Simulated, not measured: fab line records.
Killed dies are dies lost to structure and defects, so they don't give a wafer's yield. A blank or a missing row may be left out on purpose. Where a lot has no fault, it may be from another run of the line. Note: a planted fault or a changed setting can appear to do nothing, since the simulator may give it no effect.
Matching of chambers / flow n5 finfet / 4 sister chambers for N5_HKMG_FIN_STRIP_89 on rie diel-04
The step strips SOC in N2/H2, time 20 s. 20 wafers are shown with their chamber, then 10 later ones without.

== WAFERS WITH THEIR CHAMBER ==
wafer=L074.1; chamber=1; showerhead plenum p Torr (Torr)=3.21; drypump motor current A (A)=6.1; throttle valve pct (%)=18.76
wafer=L074.2; chamber=2; showerhead plenum p Torr (Torr)=3.30; drypump motor current A (A)=6.1; throttle valve pct (%)=19.11
wafer=L074.3; chamber=3; showerhead plenum p Torr (Torr)=3.35; drypump motor current A (A)=6.0; throttle valve pct (%)=18.96
wafer=L076.1; chamber=2; showerhead plenum p Torr (Torr)=3.29; drypump motor current A (A)=6.1; throttle valve pct (%)=19.10
wafer=L076.5; chamber=2; showerhead plenum p Torr (Torr)=3.29; drypump motor current A (A)=6.1; throttle valve pct (%)=19.10
wafer=L076.6; chamber=3; showerhead plenum p Torr (Torr)=3.35; drypump motor current A (A)=6.0; throttle valve pct (%)=18.97
wafer=L077.2; chamber=2; showerhead plenum p Torr (Torr)=3.29; drypump motor current A (A)=6.1; throttle valve pct (%)=19.11
wafer=L077.3; chamber=3; showerhead plenum p Torr (Torr)=3.35; drypump motor current A (A)=6.0; throttle valve pct (%)=18.98
wafer=L077.6; chamber=1; showerhead plenum p Torr (Torr)=3.20; drypump motor current A (A)=6.1; throttle valve pct (%)=18.77
wafer=L079.3; chamber=2; showerhead plenum p Torr (Torr)=3.29; drypump motor current A (A)=6.1; throttle valve pct (%)=19.12
wafer=L079.4; chamber=3; showerhead plenum p Torr (Torr)=3.34; drypump motor current A (A)=6.0; throttle valve pct (%)=18.99
wafer=L079.6; chamber=1; showerhead plenum p Torr (Torr)=3.20; drypump motor current A (A)=6.1; throttle valve pct (%)=18.79
wafer=L081.1; chamber=1; showerhead plenum p Torr (Torr)=3.20; drypump motor current A (A)=6.1; throttle valve pct (%)=18.78
wafer=L081.3; chamber=3; showerhead plenum p Torr (Torr)=3.34; drypump motor current A (A)=6.0; throttle valve pct (%)=19.00
wafer=L081.6; chamber=1; showerhead plenum p Torr (Torr)=3.20; drypump motor current A (A)=6.1; throttle valve pct (%)=18.79
wafer=L087.1; chamber=2; showerhead plenum p Torr (Torr)=3.28; drypump motor current A (A)=6.1; throttle valve pct (%)=19.14
wafer=L087.5; chamber=0; showerhead plenum p Torr (Torr)=3.55; drypump motor current A (A)=6.4; throttle valve pct (%)=18.93
wafer=L087.6; chamber=3; showerhead plenum p Torr (Torr)=3.33; drypump motor current A (A)=6.1; throttle valve pct (%)=19.00
wafer=L088.1; chamber=1; showerhead plenum p Torr (Torr)=3.19; drypump motor current A (A)=6.1; throttle valve pct (%)=18.80
wafer=L088.2; chamber=0; showerhead plenum p Torr (Torr)=3.55; drypump motor current A (A)=6.4; throttle valve pct (%)=18.95

SIGNATURES, as means of the wafers listed above
reading=showerhead plenum p Torr; chamber 0=3.5500; chamber 1=3.2000; chamber 2=3.2900; chamber 3=3.3433; scatter within a chamber=0.00677
reading=drypump motor current A; chamber 0=6.400; chamber 1=6.100; chamber 2=6.100; chamber 3=6.017; scatter within a chamber=0.0228
reading=throttle valve pct; chamber 0=18.9400; chamber 1=18.7817; chamber 2=19.1133; chamber 3=18.9833; scatter within a chamber=0.0153
Rule: a wafer's distance from a chamber is the root of the sum, over the readings, of the square of ((its reading less the chamber's mean) divided by the reading's scatter). If the next closest chamber is less than 2 further off than the closest, the wafer can't be placed; otherwise it belongs to the closest. The scatter: take each reading less its chamber's mean, square it, sum over the shown wafers, divide by the number of wafers less the number of chambers, and take the root.

== WAFERS MISSING THEIR CHAMBER ==
wafer=L088.5; showerhead plenum p Torr (Torr)=3.19; drypump motor current A (A)=6.1; throttle valve pct (%)=18.80
wafer=L095.2; showerhead plenum p Torr (Torr)=3.33; drypump motor current A (A)=6.0; throttle valve pct (%)=19.04
wafer=L095.5; showerhead plenum p Torr (Torr)=3.27; drypump motor current A (A)=6.1; throttle valve pct (%)=19.17
wafer=L095.6; showerhead plenum p Torr (Torr)=3.18; drypump motor current A (A)=6.1; throttle valve pct (%)=18.85
wafer=L097.1; showerhead plenum p Torr (Torr)=3.18; drypump motor current A (A)=6.1; throttle valve pct (%)=18.85
wafer=L097.2; showerhead plenum p Torr (Torr)=3.54; drypump motor current A (A)=6.4; throttle valve pct (%)=18.97
wafer=L097.3; showerhead plenum p Torr (Torr)=3.27; drypump motor current A (A)=6.2; throttle valve pct (%)=19.20
wafer=L097.4; showerhead plenum p Torr (Torr)=3.32; drypump motor current A (A)=6.0; throttle valve pct (%)=19.04
wafer=L097.5; showerhead plenum p Torr (Torr)=3.18; drypump motor current A (A)=6.1; throttle valve pct (%)=18.84
wafer=L097.6; showerhead plenum p Torr (Torr)=3.27; drypump motor current A (A)=6.1; throttle valve pct (%)=19.19

== CHAMBER TAKEN BY EACH ==
wafer=L088.5; from the rows above=1; in truth=1
wafer=L095.2; from the rows above=3; in truth=3
wafer=L095.5; from the rows above=2; in truth=2
wafer=L095.6; from the rows above=1; in truth=1
wafer=L097.1; from the rows above=1; in truth=1
wafer=L097.2; from the rows above=0; in truth=0
wafer=L097.3; from the rows above=2; in truth=2
wafer=L097.4; from the rows above=3; in truth=3
wafer=L097.5; from the rows above=1; in truth=1
wafer=L097.6; from the rows above=2; in truth=2
Correct placement for 10 of the 10. Not placeable from these rows: 0. Number placed wrongly: 0.
